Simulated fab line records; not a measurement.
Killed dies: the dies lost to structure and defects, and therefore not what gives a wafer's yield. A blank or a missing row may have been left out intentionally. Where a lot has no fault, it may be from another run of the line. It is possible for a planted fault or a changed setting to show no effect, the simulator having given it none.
Chamber matching / flow n5Finfet / rieDiel-03 running N5_BEOL_M5_ETCH_75: 4 sister chambers
The step etches underlayer in N2/H2, target depth 6.5 nm, time 5.2 s. 4 wafers are shown with their chamber, then 12 later ones without.

== WAFERS PAIRED WITH THEIR CHAMBERS ==
wafer=L086.5; chamber=0; showerheadPlenumPTorr (Torr)=2.61
wafer=L092.1; chamber=1; showerheadPlenumPTorr (Torr)=2.63
wafer=L092.2; chamber=2; showerheadPlenumPTorr (Torr)=2.45
wafer=L092.3; chamber=3; showerheadPlenumPTorr (Torr)=2.59

== WAFERS MISSING THEIR CHAMBER ==
wafer=L092.4; showerheadPlenumPTorr (Torr)=2.61
wafer=L092.5; showerheadPlenumPTorr (Torr)=2.59
wafer=L092.6; showerheadPlenumPTorr (Torr)=2.45
wafer=L095.1; showerheadPlenumPTorr (Torr)=2.45
wafer=L095.2; showerheadPlenumPTorr (Torr)=2.59
wafer=L095.3; showerheadPlenumPTorr (Torr)=2.60
wafer=L095.4; showerheadPlenumPTorr (Torr)=2.59
wafer=L095.5; showerheadPlenumPTorr (Torr)=2.45
wafer=L095.6; showerheadPlenumPTorr (Torr)=2.60
wafer=L096.2; showerheadPlenumPTorr (Torr)=2.45
wafer=L096.4; showerheadPlenumPTorr (Torr)=2.62
wafer=L096.6; showerheadPlenumPTorr (Torr)=2.60

== EACH ONE'S CHAMBER ==
wafer=L092.4; from the rows above=0; in truth=0
wafer=L092.5; from the rows above=3; in truth=3
wafer=L092.6; from the rows above=2; in truth=2
wafer=L095.1; from the rows above=2; in truth=2
wafer=L095.2; from the rows above=3; in truth=3
wafer=L095.3; from the rows above=can't be placed: 0 or 3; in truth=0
wafer=L095.4; from the rows above=3; in truth=3
wafer=L095.5; from the rows above=2; in truth=2
wafer=L095.6; from the rows above=can't be placed: 0 or 3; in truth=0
wafer=L096.2; from the rows above=2; in truth=2
wafer=L096.4; from the rows above=can't be placed: 1 or 0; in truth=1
wafer=L096.6; from the rows above=can't be placed: 0 or 3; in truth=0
Correctly placed: 8 of 12. Not placeable from these rows: 4 (in 4, the candidates include the true chamber). Number placed wrongly: 0.
How it was worked out, from the rows above alone: a wafer's distance from a chamber is the root of the sum, over the readings, of the square of ((its reading less the chamber's mean) divided by the reading's scatter). The wafer belongs to the nearest chamber; if the next one is less than 2 further off, it can't be placed. The mean given for a chamber averages the wafers shown for that chamber. The scatter (one wafer shown for each chamber): square how far every hidden wafer sits from the nearest shown wafer, average those squares and take the square root.
